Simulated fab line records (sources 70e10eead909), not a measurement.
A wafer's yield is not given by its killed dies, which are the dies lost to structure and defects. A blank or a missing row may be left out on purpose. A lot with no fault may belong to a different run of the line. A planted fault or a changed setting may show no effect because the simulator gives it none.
Which tool is to blame? + flow nand_harc + 72 wafers from 24 lots sampled at 4 of the route's 1302 steps

## WHAT EACH GAUGE READ, for each wafer
NHARC_P_GATE_CD_MEAS_11: the cd target is 1640 nm. Usual: cd_nm at 1639.9 nm, with a standard deviation of 1.1.
| lot  | measured     | on        | cd_nm (nm)           | flag |
|------|--------------|-----------|----------------------|------|
| L074 | day 4 07:22  | cd_sem-03 | 1639.7 1640.0 1638.9 |      |
| L075 | day 4 23:49  | cd_sem-02 | 1641.7 1640.8 1641.5 |      |
| L077 | day 5 13:26  | cd_sem-03 | 1639.9 1638.3 1638.2 |      |
| L076 | day 5 13:35  | cd_sem-01 | 1640.0 1640.3 1640.0 |      |
| L078 | day 6 01:54  | cd_sem-01 | 1640.4 1641.4 1641.4 |      |
| L079 | day 6 16:59  | cd_sem-02 | 1640.7 1640.5 1640.9 |      |
| L080 | day 6 21:46  | cd_sem-01 | 1640.3 1640.5 1640.0 |      |
| L081 | day 7 03:36  | cd_sem-03 | 1640.2 1640.2 1639.4 |      |
| L082 | day 7 23:31  | cd_sem-02 | 1637.9 1641.3 1638.5 |      |
| L083 | day 7 23:32  | cd_sem-01 | 1638.4 1638.9 1640.2 |      |
| L084 | day 8 17:09  | cd_sem-01 | 1638.4 1640.9 1639.2 |      |
| L085 | day 9 05:16  | cd_sem-02 | 1638.0 1639.1 1639.2 |      |
| L086 | day 9 10:10  | cd_sem-02 | 1638.8 1640.5 1640.6 |      |
| L088 | day 10 11:55 | cd_sem-03 | 1640.5 1640.1 1640.1 |      |
| L087 | day 10 12:05 | cd_sem-01 | 1641.4 1640.3 1640.4 |      |
| L089 | day 10 12:07 | cd_sem-03 | 1639.0 1639.2 1639.7 |      |
| L090 | day 11 02:08 | cd_sem-02 | 1641.6 1640.7 1638.7 |      |
| L091 | day 11 14:53 | cd_sem-02 | 1642.3 1639.5 1641.7 |      |
| L092 | day 11 20:33 | cd_sem-02 | 1641.0 1639.9 1641.8 |      |
| L094 | day 12 12:14 | cd_sem-02 | 1639.6 1637.9 1638.8 |      |
| L093 | day 12 12:25 | cd_sem-03 | 1641.7 1641.2 1640.7 |      |
| L095 | day 12 22:25 | cd_sem-03 | 1639.9 1640.7 1639.2 |      |
| L096 | day 13 09:52 | cd_sem-01 | 1638.3 1640.7 1640.0 |      |
| L097 | day 14 00:17 | cd_sem-01 | 1639.2 1639.0 1639.6 |      |

NHARC_P_GATE_CD_MEAS_26: the cd target is 120 nm. Usual: cd_nm at 119.9 nm, with a standard deviation of 0.43.
| lot  | measured     | on        | cd_nm (nm)        | flag |
|------|--------------|-----------|-------------------|------|
| L074 | day 4 23:08  | cd_sem-01 | 119.3 119.3 119.4 |      |
| L075 | day 5 14:29  | cd_sem-02 | 120.4 119.9 120.2 |      |
| L077 | day 6 06:24  | cd_sem-02 | 120.5 121.0 120.8 |      |
| L076 | day 6 06:05  | cd_sem-03 | 120.6 120.8 120.3 |      |
| L078 | day 6 18:00  | cd_sem-03 | 120.2 120.6 120.3 |      |
| L079 | day 7 07:19  | cd_sem-03 | 120.1 119.8 119.7 |      |
| L080 | day 7 12:32  | cd_sem-02 | 120.2 119.9 119.7 |      |
| L081 | day 7 17:26  | cd_sem-03 | 119.7 120.3 120.3 |      |
| L082 | day 8 13:33  | cd_sem-01 | 119.8 119.6 119.7 |      |
| L083 | day 8 14:12  | cd_sem-02 | 120.2 119.7 119.4 |      |
| L084 | day 9 06:53  | cd_sem-03 | 119.8 119.9 119.6 |      |
| L085 | day 9 20:55  | cd_sem-03 | 119.6 119.1 120.0 |      |
| L086 | day 10 04:53 | cd_sem-03 | 119.8 119.4 120.1 |      |
| L088 | day 11 03:49 | cd_sem-01 | 119.3 119.4 119.7 |      |
| L087 | day 11 04:17 | cd_sem-01 | 120.1 119.1 119.6 |      |
| L089 | day 11 03:40 | cd_sem-01 | 119.5 120.4 119.7 |      |
| L090 | day 11 18:16 | cd_sem-02 | 120.9 120.1 120.3 |      |
| L091 | day 12 05:05 | cd_sem-02 | 119.2 120.1 119.8 |      |
| L092 | day 12 10:53 | cd_sem-02 | 120.0 119.0 120.0 |      |
| L094 | day 13 02:05 | cd_sem-01 | 118.8 119.5 120.0 |      |
| L093 | day 13 02:28 | cd_sem-01 | 120.4 120.0 119.9 |      |
| L095 | day 13 14:20 | cd_sem-02 | 119.9 119.9 120.0 |      |
| L096 | day 14 03:29 | cd_sem-02 | 119.9 120.1 119.8 |      |
| L097 | day 14 17:13 | cd_sem-01 | 120.7 120.8 120.5 |      |

NHARC_P_CONTACT_OVL_MEAS_13. Usual: overlay_x_nm 0.1 nm, standard deviation 0.69; overlay_y_nm 0.1 nm, standard deviation 0.7.
| lot  | measured     | on         | overlay_x_nm (nm) | overlay_y_nm (nm) | flag |
|------|--------------|------------|-------------------|-------------------|------|
| L074 | day 5 19:34  | overlay-02 | 0.1 0.4 0.1       | 0.0 -0.4 -0.6     |      |
| L075 | day 6 11:04  | overlay-02 | -0.4 -0.2 -0.5    | 0.8 0.6 0.7       |      |
| L077 | day 7 02:22  | overlay-02 | -0.2 -0.5 0.0     | 0.5 0.2 0.8       |      |
| L076 | day 7 04:53  | overlay-02 | -0.5 -1.4 -0.4    | -0.1 -0.3 -0.8    |      |
| L078 | day 7 14:34  | overlay-01 | -1.6 -1.1 -1.1    | -0.3 -0.5 -0.3    |      |
| L079 | day 8 03:28  | overlay-02 | -0.1 0.0 0.4      | -0.5 -0.4 -0.4    |      |
| L080 | day 8 08:45  | overlay-01 | 0.8 0.8 1.0       | 0.8 0.4 0.2       |      |
| L081 | day 8 13:20  | overlay-01 | 0.3 0.2 1.0       | -0.8 -1.8 -1.0    |      |
| L082 | day 9 09:44  | overlay-02 | 0.2 0.6 1.1       | -0.1 0.0 -0.6     |      |
| L083 | day 9 10:47  | overlay-01 | 0.3 0.5 0.1       | 2.0 1.9 1.8       |      |
| L084 | day 10 03:17 | overlay-01 | 0.3 0.0 1.0       | 0.4 -0.2 0.0      |      |
| L085 | day 10 16:57 | overlay-02 | 0.1 0.4 0.4       | -1.9 -1.6 -1.3    |      |
| L086 | day 11 01:04 | overlay-01 | -0.2 -0.2 -0.1    | 0.7 0.5 0.5       |      |
| L088 | day 12 01:49 | overlay-02 | 0.2 0.2 0.1       | -0.4 -0.3 0.4     |      |
| L087 | day 12 00:57 | overlay-01 | -1.1 -1.6 -1.4    | 0.1 0.9 0.6       |      |
| L089 | day 12 01:25 | overlay-01 | -0.4 -0.4 -0.9    | -0.4 0.2 0.3      |      |
| L090 | day 12 14:25 | overlay-02 | 1.3 1.0 0.8       | 0.5 0.1 0.4       |      |
| L091 | day 13 01:04 | overlay-02 | -0.5 0.1 -0.3     | 0.5 0.4 -0.2      |      |
| L092 | day 13 07:25 | overlay-01 | 0.3 -0.4 0.7      | -0.5 -0.1 -0.3    |      |
| L094 | day 13 22:45 | overlay-02 | 1.0 1.3 0.7       | 1.0 1.0 0.7       |      |
| L093 | day 13 23:08 | overlay-01 | -0.2 0.2 0.0      | -0.1 -0.1 0.0     |      |
| L095 | day 14 10:26 | overlay-02 | 1.3 0.1 0.8       | -0.3 -0.4 -0.3    |      |
| L096 | day 14 23:52 | overlay-01 | -0.2 0.0 -0.6     | -0.1 0.5 0.6      |      |
| L097 | day 15 13:35 | overlay-02 | -0.7 -0.3 -0.4    | -0.7 -0.4 -0.3    |      |

## WHAT TOOL EACH LOT RAN ON (gives the tool, then ch and the chambers of the sampled wafers, and finally the start)
| lot  | NHARC_P_CONTACT_DEP_00                     |
|------|--------------------------------------------|
| L074 | pecvd-04 ch 0,1,2, day 5 19:34 or earlier  |
| L075 | pecvd-03 ch 1,2, day 6 11:04 or earlier    |
| L077 | pecvd-03 ch 0,2, day 7 02:22 or earlier    |
| L076 | pecvd-04 ch 1,2, day 7 04:53 or earlier    |
| L078 | pecvd-03 ch 0,1, day 7 13:12               |
| L079 | pecvd-04 ch 0,1, day 8 01:57               |
| L080 | pecvd-03 ch 0,1,2, day 8 08:45 or earlier  |
| L081 | pecvd-04 ch 0,1, day 8 13:20 or earlier    |
| L082 | pecvd-02 ch 0,1,2, day 9 09:44 or earlier  |
| L083 | pecvd-03 ch 0,1, day 9 10:47 or earlier    |
| L084 | pecvd-03 ch 0,1,2, day 10 03:17 or earlier |
| L085 | pecvd-04 ch 0,1, day 10 16:57 or earlier   |
| L086 | pecvd-03 ch 0,1,2, day 11 01:04 or earlier |
| L088 | pecvd-04 ch 0,1, day 12 01:49 or earlier   |
| L087 | pecvd-02 ch 1,2, day 12 00:57 or earlier   |
| L089 | pecvd-03 ch 0,1, day 12 01:25 or earlier   |
| L090 | pecvd-02 ch 0,2, day 12 14:25 or earlier   |
| L091 | pecvd-02 ch 1,2, day 13 01:04 or earlier   |
| L092 | pecvd-03 ch 0,1,2, day 13 07:25 or earlier |
| L094 | pecvd-03 ch 0,1,2, day 13 22:45 or earlier |
| L093 | pecvd-02 ch 0,1,2, day 13 23:08 or earlier |
| L095 | pecvd-04 ch 0,1,2, day 14 10:26 or earlier |
| L096 | pecvd-02 ch 0,1,2, day 14 23:52 or earlier |
| L097 | pecvd-02 ch 0,1,2, day 15 13:35 or earlier |
- NHARC_P_CONTACT_DEP_00: deposits SiO2, target thk 500 nm.

## WHAT THE TOOLS THEMSELVES READ (means of the sampled wafers that have a number; where no wafer has one, the mark that the record gives instead)
NHARC_P_CONTACT_DEP_00. Usual: heater_power_w 575 W, standard deviation 100; throttle_valve_pct 16.1 %, standard deviation 0.42.
| lot  | tool     | heater_power_w (W) | throttle_valve_pct (%) | flag |
|------|----------|--------------------|------------------------|------|
| L074 | pecvd-04 | 655                | 16.3                   |      |
| L075 | pecvd-03 | 579                | 15.9                   |      |
| L077 | pecvd-03 | 488                | 15.8                   |      |
| L076 | pecvd-04 | 656                | 16.2                   |      |
| L078 | pecvd-03 | 505                | 16.6                   |      |
| L079 | pecvd-04 | 706                | 16.4                   |      |
| L080 | pecvd-03 | 547                | 15.9                   |      |
| L081 | pecvd-04 | 719                | 16.3                   |      |
| L082 | pecvd-02 | 544                | 16.1                   |      |
| L083 | pecvd-03 | 434                | 15.8                   |      |
| L084 | pecvd-03 | 564                | 15.9                   |      |
| L085 | pecvd-04 | 734                | 16.4                   |      |
| L086 | pecvd-03 | 586                | 15.9                   |      |
| L088 | pecvd-04 | 686                | 16.6                   |      |
| L087 | pecvd-02 | 540                | 15.5                   |      |
| L089 | pecvd-03 | 493                | 15.9                   |      |
| L090 | pecvd-02 | 577                | 16.6                   |      |
| L091 | pecvd-02 | 536                | 15.9                   |      |
| L092 | pecvd-03 | 596                | 16.0                   |      |
| L094 | pecvd-03 | 606                | 15.9                   |      |
| L093 | pecvd-02 | 548                | 16.2                   |      |
| L095 | pecvd-04 | 649                | 16.1                   |      |
| L096 | pecvd-02 | 557                | 16.1                   |      |
| L097 | pecvd-02 | 475                | 16.3                   |      |

## THE ANSWER, worked out from the rows above alone
Rule: take the mean of a lot's wafers that have a number; if it is more than 3 standard deviations from the usual mean, the lot is off. Also off: a lot with no number at a reading for which 4 or more lots have one. All remaining lots with rows at the step are treated as sound. The gauges are gone through in route order, then the tools' own readings, and for those a lot's mean is taken as printed above. The first step at which some lot is off is used, and at that step the reading that is off furthest; a lot without a number counts as furthest.
No lot is off on any of the readings shown, so nothing can be concluded from this.

## WHAT WAS PUT IN BY THE SIMULATOR
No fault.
